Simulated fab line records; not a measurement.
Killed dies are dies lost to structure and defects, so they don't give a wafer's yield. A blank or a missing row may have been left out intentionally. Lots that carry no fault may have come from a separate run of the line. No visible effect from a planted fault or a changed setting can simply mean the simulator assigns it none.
A struck lot beside a sound one || flow nand-harc || 27 out of 1159 route steps
Sound: these wafers, L282.3, L282.4, L282.5. Struck: wafers L286.1, L286.3, L286.5. The cause comes at the end.
Order at every step that has rows: each side's tool, ch and its chambers, its first start. Under that, the readings that differ: sound wafers || struck wafers || difference of the means || sigmas: that difference in standard deviations of wafers without a fault.
alike: readings with means less than 2 such deviations apart, plus words and numbers identical on both sides. not compared: withheld readings, readings lacking a value on some wafer, bounds such as >300 that could conceal the same value, and numbers that have no deviation in the record and whose values overlap.
The two part at a step that has a row with sigmas, a row that says differs or no value, or rows on one side only. Numbers that have no deviation but don't overlap get no sigmas and don't part them. A reading missing from all wafers of one side parts the sides only when that side holds two or more wafers.

first, 6 steps without rows for these wafers: NHARC_A_ONON_D1_DEP_03 (target thk 1000 nm); NHARC_A_ONON_D1_DEP_06 (target thk 1000 nm); NHARC_A_ONON_D1_DEP_09 (target thk 1000 nm); NHARC_A_ONON_D1_DEP_12 (target thk 1000 nm); NHARC_A_ONON_D1_ANNEAL_15 (time 3600 s); NHARC_A_ONON_D1_DEP_16 (target thk 1000 nm).
NHARC_A_ONON_D1_DEP_19: target thk 1000 nm.
  sound on pecvd-onon-02 ch 0, day 8 14:43; struck on pecvd-onon-02 ch 0, day 10 04:21
  alike: n2-flow-sccm, sih4-flow-sccm
then, 19 steps without rows for these wafers: NHARC_A_ONON_D1_DEP_22 (target thk 1000 nm); NHARC_A_ONON_D1_DEP_25 (target thk 1000 nm); NHARC_A_ONON_D1_DEP_28 (target thk 1000 nm); NHARC_A_ONON_D1_DEP_33 (deposits SiO2, target thk 200 nm); NHARC_A_CHANNEL_HOLE_D1_DEP_00 (deposits aC, target thk 3100 nm); NHARC_A_CHANNEL_HOLE_D1_DEP_01 (deposits SiON, target thk 140 nm); NHARC_A_CHANNEL_HOLE_D1_DEHYDRATE_02 (time 120 s); NHARC_A_CHANNEL_HOLE_D1_HMDS_03 (time 30 s); NHARC_A_CHANNEL_HOLE_D1_COAT_36 (time 75 s); NHARC_A_CHANNEL_HOLE_D1_COAT_37 (time 65 s); NHARC_A_CHANNEL_HOLE_D1_COAT_04 (resist thk 90 nm); NHARC_A_CHANNEL_HOLE_D1_SOFTBAKE_05 (time 55 s); NHARC_A_CHANNEL_HOLE_D1_EBR_06; NHARC_A_CHANNEL_HOLE_D1_EXPOSE_07 (exposes mask HOLE D1, target cd 100 nm); NHARC_A_CHANNEL_HOLE_D1_PEB_08 (peb time 65 s); NHARC_A_CHANNEL_HOLE_D1_DEVELOP_09 (develop time 35 s); NHARC_A_CHANNEL_HOLE_D1_DESCUM_15 (chemistry O2, time 3 s); NHARC_A_CHANNEL_HOLE_D1_ETCH_38 (etches the open film in CF4, target depth 39 nm, time 65 s); NHARC_A_CHANNEL_HOLE_D1_ETCH_39 (etches the open film in N2/H2, target depth 260 nm, time 325 s).
-- the record jumps here: 11 days lie between the struck wafers' starts before and after (it left off in module A_CHANNEL_HOLE_D1 and takes up again in module END, whose first step shown is number 1159 of the route) --
NHARC_END_SORT_01:
  the record has rows for the struck wafers here (prober-01 ch 0, day 21 01:44) and none for the sound ones

## WHERE THEY PART
Only at NHARC_END_SORT_01, within this record.

WHY: the cause the simulator had injected
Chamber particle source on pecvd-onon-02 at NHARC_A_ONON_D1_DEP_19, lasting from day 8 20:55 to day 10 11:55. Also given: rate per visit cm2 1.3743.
